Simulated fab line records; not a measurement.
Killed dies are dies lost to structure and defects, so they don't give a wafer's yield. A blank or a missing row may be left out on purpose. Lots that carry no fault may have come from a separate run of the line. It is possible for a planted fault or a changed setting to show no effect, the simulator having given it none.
Which tool was responsible? || flow n5-finfet || 27 wafers from 9 lots sampled at 5 of the route's 1938 steps

== WHAT THE GAUGES READ, wafer by wafer ==
N5_BEOL_M4_RC_MEAS_101.
{"lot": "L630", "measured": "day 9 09:17", "on": "prober-02", "CHAIN_V0 (ohm/link)": "221 244 244", "CHAIN_V0_max_site (ohm/link)": "235 266 261", "DIBL_N (mV/V)": "38.2 37.8 36.8", "DIBL_P (mV/V)": "36.8 37.5 36.2", "IOFF_N (nA/um)": "0.170 0.172 0.154", "IOFF_P (nA/um)": "0.20 0.20 0.18", "ION_N (uA/um)": "676 682 681", "ION_P (uA/um)": "451 458 465", "SS_N (mV/dec)": "71.7 71.7 70.8", "SS_P (mV/dec)": "73.0 73.5 73.3", "VT_N (mV)": "246.3 248.8 248.1", "VT_P (mV)": "-252 -254 -254"}
{"lot": "L641", "measured": "day 12 15:31", "on": "prober-02", "CHAIN_V0 (ohm/link)": "216 216 217", "CHAIN_V0_max_site (ohm/link)": "224 225 222", "DIBL_N (mV/V)": "36.4 36.7 36.9", "DIBL_P (mV/V)": "34.8 35.0 35.0", "IOFF_N (nA/um)": "0.144 0.152 0.156", "IOFF_P (nA/um)": "0.23 0.23 0.23", "ION_N (uA/um)": "660 663 657", "ION_P (uA/um)": "461 473 461", "SS_N (mV/dec)": "71.1 71.6 72.1", "SS_P (mV/dec)": "73.0 73.3 72.7", "VT_N (mV)": "251.6 248.9 249.1", "VT_P (mV)": "-247 -244 -247"}
{"lot": "L643", "measured": "day 12 07:35", "on": "prober-02", "CHAIN_V0 (ohm/link)": "210 209 212", "CHAIN_V0_max_site (ohm/link)": "217 227 222", "DIBL_N (mV/V)": "35.6 36.7 35.5", "DIBL_P (mV/V)": "36.4 37.6 36.7", "IOFF_N (nA/um)": "0.161 0.179 0.164", "IOFF_P (nA/um)": "0.21 0.24 0.22", "ION_N (uA/um)": "677 678 680", "ION_P (uA/um)": "462 468 462", "SS_N (mV/dec)": "71.2 71.8 71.6", "SS_P (mV/dec)": "72.6 73.8 73.6", "VT_N (mV)": "248.5 246.2 247.9", "VT_P (mV)": "-249 -247 -251"}
{"lot": "L647", "measured": "day 13 17:42", "on": "prober-01", "CHAIN_V0 (ohm/link)": "237 235 234", "CHAIN_V0_max_site (ohm/link)": "241 248 248", "DIBL_N (mV/V)": "34.7 34.2 35.3", "DIBL_P (mV/V)": "34.4 34.5 34.9", "IOFF_N (nA/um)": "0.133 0.122 0.134", "IOFF_P (nA/um)": "0.17 0.17 0.18", "ION_N (uA/um)": "656 664 669", "ION_P (uA/um)": "453 452 459", "SS_N (mV/dec)": "71.4 71.5 71.7", "SS_P (mV/dec)": "72.7 72.2 73.5", "VT_N (mV)": "252.5 252.3 253.1", "VT_P (mV)": "-254 -253 -252"}
{"lot": "L648", "measured": "day 13 23:28", "on": "prober-01", "CHAIN_V0 (ohm/link)": "248 234 234", "CHAIN_V0_max_site (ohm/link)": "256 255 250", "DIBL_N (mV/V)": "35.0 32.7 33.5", "DIBL_P (mV/V)": "36.6 34.0 34.5", "IOFF_N (nA/um)": "0.127 0.110 0.115", "IOFF_P (nA/um)": "0.17 0.14 0.15", "ION_N (uA/um)": "657 659 650", "ION_P (uA/um)": "458 455 451", "SS_N (mV/dec)": "71.6 70.4 71.0", "SS_P (mV/dec)": "72.9 72.7 72.9", "VT_N (mV)": "255.0 254.8 254.3", "VT_P (mV)": "-255 -254 -259"}
{"lot": "L649", "measured": "day 14 16:38", "on": "prober-02", "CHAIN_V0 (ohm/link)": "237 239 238", "CHAIN_V0_max_site (ohm/link)": "243 252 243", "DIBL_N (mV/V)": "37.8 37.4 38.6", "DIBL_P (mV/V)": "38.2 37.7 39.7", "IOFF_N (nA/um)": "0.167 0.154 0.186", "IOFF_P (nA/um)": "0.22 0.21 0.24", "ION_N (uA/um)": "665 661 679", "ION_P (uA/um)": "453 459 463", "SS_N (mV/dec)": "71.4 71.3 71.7", "SS_P (mV/dec)": "73.6 73.1 73.4", "VT_N (mV)": "249.4 250.7 250.4", "VT_P (mV)": "-250 -251 -251"}
{"lot": "L650", "measured": "day 14 00:37", "on": "prober-02", "CHAIN_V0 (ohm/link)": "232 244 225", "CHAIN_V0_max_site (ohm/link)": "240 249 233", "DIBL_N (mV/V)": "35.7 35.4 35.3", "DIBL_P (mV/V)": "36.6 36.2 36.6", "IOFF_N (nA/um)": "0.149 0.144 0.150", "IOFF_P (nA/um)": "0.21 0.20 0.21", "ION_N (uA/um)": "667 667 671", "ION_P (uA/um)": "460 463 465", "SS_N (mV/dec)": "71.2 71.3 71.4", "SS_P (mV/dec)": "72.6 72.9 73.3", "VT_N (mV)": "250.2 253.2 250.8", "VT_P (mV)": "-249 -251 -248"}
{"lot": "L651", "measured": "day 15 03:52", "on": "prober-01", "CHAIN_V0 (ohm/link)": "260 248 258", "CHAIN_V0_max_site (ohm/link)": "268 258 271", "DIBL_N (mV/V)": "38.4 36.3 37.2", "DIBL_P (mV/V)": "39.0 36.1 37.6", "IOFF_N (nA/um)": "0.203 0.148 0.176", "IOFF_P (nA/um)": "0.27 0.21 0.25", "ION_N (uA/um)": "669 668 677", "ION_P (uA/um)": "463 465 469", "SS_N (mV/dec)": "72.2 71.8 71.7", "SS_P (mV/dec)": "74.1 73.2 73.3", "VT_N (mV)": "247.8 252.4 249.6", "VT_P (mV)": "-246 -250 -245"}
{"lot": "L652", "measured": "day 15 04:57", "on": "prober-02", "CHAIN_V0 (ohm/link)": "230 253 249", "CHAIN_V0_max_site (ohm/link)": "240 260 253", "DIBL_N (mV/V)": "35.5 36.7 36.2", "DIBL_P (mV/V)": "36.3 37.0 36.6", "IOFF_N (nA/um)": "0.127 0.152 0.140", "IOFF_P (nA/um)": "0.17 0.19 0.18", "ION_N (uA/um)": "664 668 669", "ION_P (uA/um)": "461 453 455", "SS_N (mV/dec)": "71.0 71.5 71.4", "SS_P (mV/dec)": "72.8 72.7 73.2", "VT_N (mV)": "254.9 252.0 257.7", "VT_P (mV)": "-257 -251 -257"}

== WHICH TOOL RAN EACH LOT (tool, then ch and the chambers of the sampled wafers, then the start) ==
{"lot": "L630", "N5_BEOL_M0_SURFACE_TREAT_137": "pvd-sputter-03, day 6 08:08", "N5_BEOL_M0_SPUTTER_116": "pvd-sputter-03, day 6 08:18", "N5_BEOL_M0_ANNEAL_119": "rtp-anneal-01 ch 0, day 6 09:20", "N5_BEOL_M1_PECVD_72": "pecvd-03 ch 1,2, day 6 10:25"}
{"lot": "L641", "N5_BEOL_M0_SURFACE_TREAT_137": "pvd-sputter-02, day 9 13:05", "N5_BEOL_M0_SPUTTER_116": "pvd-sputter-01, day 9 14:22", "N5_BEOL_M0_ANNEAL_119": "rtp-anneal-02 ch 0, day 9 14:55", "N5_BEOL_M1_PECVD_72": "pecvd-03 ch 0, day 9 15:58"}
{"lot": "L643", "N5_BEOL_M0_SURFACE_TREAT_137": "pvd-sputter-03, day 9 16:09", "N5_BEOL_M0_SPUTTER_116": "pvd-sputter-02, day 9 18:04", "N5_BEOL_M0_ANNEAL_119": "rtp-anneal-02 ch 0, day 9 18:40", "N5_BEOL_M1_PECVD_72": "pecvd-02 ch 0,1,2, day 9 19:43"}
{"lot": "L647", "N5_BEOL_M0_SURFACE_TREAT_137": "pvd-sputter-02, day 10 11:39", "N5_BEOL_M0_SPUTTER_116": "pvd-sputter-02, day 10 11:51", "N5_BEOL_M0_ANNEAL_119": "rtp-anneal-01 ch 0, day 10 12:25", "N5_BEOL_M1_PECVD_72": "pecvd-03 ch 0,1, day 10 13:27"}
{"lot": "L648", "N5_BEOL_M0_SURFACE_TREAT_137": "pvd-sputter-01, day 10 19:28", "N5_BEOL_M0_SPUTTER_116": "pvd-sputter-01, day 10 19:38", "N5_BEOL_M0_ANNEAL_119": "rtp-anneal-02 ch 0, day 10 20:14", "N5_BEOL_M1_PECVD_72": "pecvd-02 ch 0,1,2, day 10 21:13"}
{"lot": "L649", "N5_BEOL_M0_SURFACE_TREAT_137": "pvd-sputter-02, day 11 03:11", "N5_BEOL_M0_SPUTTER_116": "pvd-sputter-03, day 11 03:23", "N5_BEOL_M0_ANNEAL_119": "rtp-anneal-01 ch 0, day 11 04:45", "N5_BEOL_M1_PECVD_72": "pecvd-03 ch 1,2, day 11 05:44"}
{"lot": "L650", "N5_BEOL_M0_SURFACE_TREAT_137": "pvd-sputter-01, day 11 10:11", "N5_BEOL_M0_SPUTTER_116": "pvd-sputter-02, day 11 10:31", "N5_BEOL_M0_ANNEAL_119": "rtp-anneal-01 ch 0, day 11 11:16", "N5_BEOL_M1_PECVD_72": "pecvd-03 ch 0,1, day 11 12:16"}
{"lot": "L651", "N5_BEOL_M0_SURFACE_TREAT_137": "pvd-sputter-02, day 11 15:41", "N5_BEOL_M0_SPUTTER_116": "pvd-sputter-01, day 11 16:59", "N5_BEOL_M0_ANNEAL_119": "rtp-anneal-01 ch 0, day 11 17:44", "N5_BEOL_M1_PECVD_72": "pecvd-03 ch 1,2, day 11 18:40"}
{"lot": "L652", "N5_BEOL_M0_SURFACE_TREAT_137": "pvd-sputter-03, day 12 01:51", "N5_BEOL_M0_SPUTTER_116": "pvd-sputter-03, day 12 02:11", "N5_BEOL_M0_ANNEAL_119": "rtp-anneal-01 ch 0, day 12 02:50", "N5_BEOL_M1_PECVD_72": "pecvd-03 ch 0,2, day 12 03:46"}
- N5_BEOL_M0_SURFACE_TREAT_137
- N5_BEOL_M0_SPUTTER_116: material Cu, target thk 4 nm, time 7.37 s.
- N5_BEOL_M0_ANNEAL_119: time 90 s.
- N5_BEOL_M1_PECVD_72: deposits SiO2 from TEOS/O2, target thk 16 nm, time 18 s.

== WHAT THE TOOLS THEMSELVES READ (means of the sampled wafers that have a number; where no wafer has one, the mark that the record gives instead) ==
N5_BEOL_M0_SPUTTER_116.
{"lot": "L630", "tool": "pvd-sputter-03", "chuck-gas-flow-sccm (sccm)": 1.26, "substrate-temp-c (C)": -20.09, "throttle-valve-pct (%)": 30.1}
{"lot": "L641", "tool": "pvd-sputter-01", "chuck-gas-flow-sccm (sccm)": 1.24, "substrate-temp-c (C)": -19.92, "throttle-valve-pct (%)": 31.2}
{"lot": "L643", "tool": "pvd-sputter-02", "chuck-gas-flow-sccm (sccm)": 1.25, "substrate-temp-c (C)": -20.04, "throttle-valve-pct (%)": 30.4}
{"lot": "L647", "tool": "pvd-sputter-02", "chuck-gas-flow-sccm (sccm)": 1.28, "substrate-temp-c (C)": -19.96, "throttle-valve-pct (%)": 30.4}
{"lot": "L648", "tool": "pvd-sputter-01", "chuck-gas-flow-sccm (sccm)": 1.28, "substrate-temp-c (C)": -19.98, "throttle-valve-pct (%)": 31.5}
{"lot": "L649", "tool": "pvd-sputter-03", "chuck-gas-flow-sccm (sccm)": 1.21, "substrate-temp-c (C)": -19.99, "throttle-valve-pct (%)": 30.9}
{"lot": "L650", "tool": "pvd-sputter-02", "chuck-gas-flow-sccm (sccm)": 1.24, "substrate-temp-c (C)": -20.06, "throttle-valve-pct (%)": 29.6}
{"lot": "L651", "tool": "pvd-sputter-01", "chuck-gas-flow-sccm (sccm)": 1.24, "substrate-temp-c (C)": -20.04, "throttle-valve-pct (%)": 30.5}
{"lot": "L652", "tool": "pvd-sputter-03", "chuck-gas-flow-sccm (sccm)": 1.31, "substrate-temp-c (C)": -20.03, "throttle-valve-pct (%)": 30.0}

N5_BEOL_M0_ANNEAL_119.
{"lot": "L630", "tool": "rtp-anneal-01", "wafer_temp_C_max": 225.90}
{"lot": "L641", "tool": "rtp-anneal-02", "wafer_temp_C_max": 225.86}
{"lot": "L643", "tool": "rtp-anneal-02", "wafer_temp_C_max": 226.05}
{"lot": "L647", "tool": "rtp-anneal-01", "wafer_temp_C_max": 225.95}
{"lot": "L648", "tool": "rtp-anneal-02", "wafer_temp_C_max": 226.00}
{"lot": "L649", "tool": "rtp-anneal-01", "wafer_temp_C_max": 226.00}
{"lot": "L650", "tool": "rtp-anneal-01", "wafer_temp_C_max": 226.12}
{"lot": "L651", "tool": "rtp-anneal-01", "wafer_temp_C_max": 226.10}
{"lot": "L652", "tool": "rtp-anneal-01", "wafer_temp_C_max": 226.11}

N5_BEOL_M1_PECVD_72.
{"lot": "L630", "tool": "pecvd-03", "chamber-pressure-Torr (Torr)": 5.503, "heater-power-outer-w (W)": 410, "heater-power-w (W)": 727, "showerhead-plenum-p-Torr (Torr)": 8.70, "throttle-valve-pct (%)": 21.2}
{"lot": "L641", "tool": "pecvd-03", "chamber-pressure-Torr (Torr)": "-", "heater-power-outer-w (W)": "-", "heater-power-w (W)": "-", "showerhead-plenum-p-Torr (Torr)": "-", "throttle-valve-pct (%)": "-"}
{"lot": "L643", "tool": "pecvd-02", "chamber-pressure-Torr (Torr)": "-", "heater-power-outer-w (W)": "-", "heater-power-w (W)": "-", "showerhead-plenum-p-Torr (Torr)": "-", "throttle-valve-pct (%)": "-"}
{"lot": "L647", "tool": "pecvd-03", "chamber-pressure-Torr (Torr)": 5.491, "heater-power-outer-w (W)": 312, "heater-power-w (W)": 587, "showerhead-plenum-p-Torr (Torr)": 8.78, "throttle-valve-pct (%)": 21.7}
{"lot": "L648", "tool": "pecvd-02", "chamber-pressure-Torr (Torr)": 5.508, "heater-power-outer-w (W)": 439, "heater-power-w (W)": 736, "showerhead-plenum-p-Torr (Torr)": 8.80, "throttle-valve-pct (%)": 22.9}
{"lot": "L649", "tool": "pecvd-03", "chamber-pressure-Torr (Torr)": 5.481, "heater-power-outer-w (W)": 435, "heater-power-w (W)": 756, "showerhead-plenum-p-Torr (Torr)": 8.74, "throttle-valve-pct (%)": 21.1}
{"lot": "L650", "tool": "pecvd-03", "chamber-pressure-Torr (Torr)": 5.493, "heater-power-outer-w (W)": 390, "heater-power-w (W)": 691, "showerhead-plenum-p-Torr (Torr)": 8.77, "throttle-valve-pct (%)": 21.6}
{"lot": "L651", "tool": "pecvd-03", "chamber-pressure-Torr (Torr)": 5.507, "heater-power-outer-w (W)": 408, "heater-power-w (W)": 726, "showerhead-plenum-p-Torr (Torr)": 8.70, "throttle-valve-pct (%)": 20.5}
{"lot": "L652", "tool": "pecvd-03", "chamber-pressure-Torr (Torr)": 5.500, "heater-power-outer-w (W)": 378, "heater-power-w (W)": 663, "showerhead-plenum-p-Torr (Torr)": 8.67, "throttle-valve-pct (%)": 20.4}

== THE ANSWER, worked out from the rows above alone ==
Rule: the lots themselves supply what counts as usual. The widest of any qualifying gaps counts: lots, ordered by their means at a reading, are off when they make up no more than a third of the lots, leave a main group of 4 or more, and stand apart from it by 3 or more times the standard deviation of that group's means. If all means in a main group match to the digits the tables above print for the reading, that group is not used. Also off: a lot with no number at a reading for which 4 or more lots have one. Where the step has rows for the other lots, those lots are counted as sound. First the gauges in route order, then the tools' own readings, where a lot's mean is used as printed above. The first step at which some lot is off is used, and at that step the reading that is off furthest; a lot without a number counts as furthest.
Off at N5_BEOL_M1_PECVD_72 (chamber-pressure-Torr): L641, L643. Without a number there: L641, L643. For the main group the mean is 5.498 Torr and the standard deviation 0.009.
If a tool, at that step or one of the process steps before it, ran each lot that is off and ran no sound lot following the first of them, it fits. Of those tried, none fits.

== WHAT THE SIMULATOR PUT IN ==
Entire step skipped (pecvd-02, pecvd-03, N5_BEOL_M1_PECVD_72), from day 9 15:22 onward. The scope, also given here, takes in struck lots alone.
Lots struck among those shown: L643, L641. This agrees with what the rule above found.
